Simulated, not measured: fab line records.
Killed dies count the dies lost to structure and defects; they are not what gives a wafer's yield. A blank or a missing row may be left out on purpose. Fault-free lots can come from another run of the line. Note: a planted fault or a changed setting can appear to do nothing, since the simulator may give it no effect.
Chamber matching	flow nandHarc	3 sister chambers for NHARC_P_M0_DEP_32 on pecvd-01
The step deposits SiCN, target thk 30 nm. 6 wafers are shown with their chamber, then 8 later ones without.

## WAFERS WITH THEIR CHAMBER
wafer	chamber	heaterPowerOuterW (W)	heaterPowerW (W)
L948.3	2	330	598
L948.6	1	319	567
L949.1	2	328	582
L949.2	0	491	800
L949.3	1	282	523
L951.2	0	486	790

## WAFERS WITHOUT THEIR CHAMBER
wafer	heaterPowerOuterW (W)	heaterPowerW (W)
L951.5	485	769
L951.6	295	528
L952.1	492	778
L952.2	333	557
L952.3	326	580
L960.3	310	576
L960.4	338	578
L960.5	423	669

## CHAMBER TAKEN BY EACH
wafer	from the rows above	in truth
L951.5	0	0
L951.6	1	1
L952.1	0	0
L952.2	can't be placed: 2 or 1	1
L952.3	can't be placed: 2 or 1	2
L960.3	can't be placed: 2 or 1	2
L960.4	2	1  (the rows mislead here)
L960.5	can't be placed: 2 or 0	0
3 of 8 placed correctly. From these rows, 4 cannot be placed; in 4 the true chamber is one of the candidates. Number placed wrongly: 1.
How it was worked out, from the rows above alone: a wafer's distance from a chamber is the root of the sum, over the readings, of the square of ((its reading less the chamber's mean) divided by the reading's scatter). The wafer belongs to the nearest chamber; if the next one is less than 2 further off, it can't be placed. A chamber's mean is the mean of its shown wafers. The scatter: take each reading less its chamber's mean, square it, sum over the shown wafers, divide by the number of wafers less the number of chambers, and take the root.
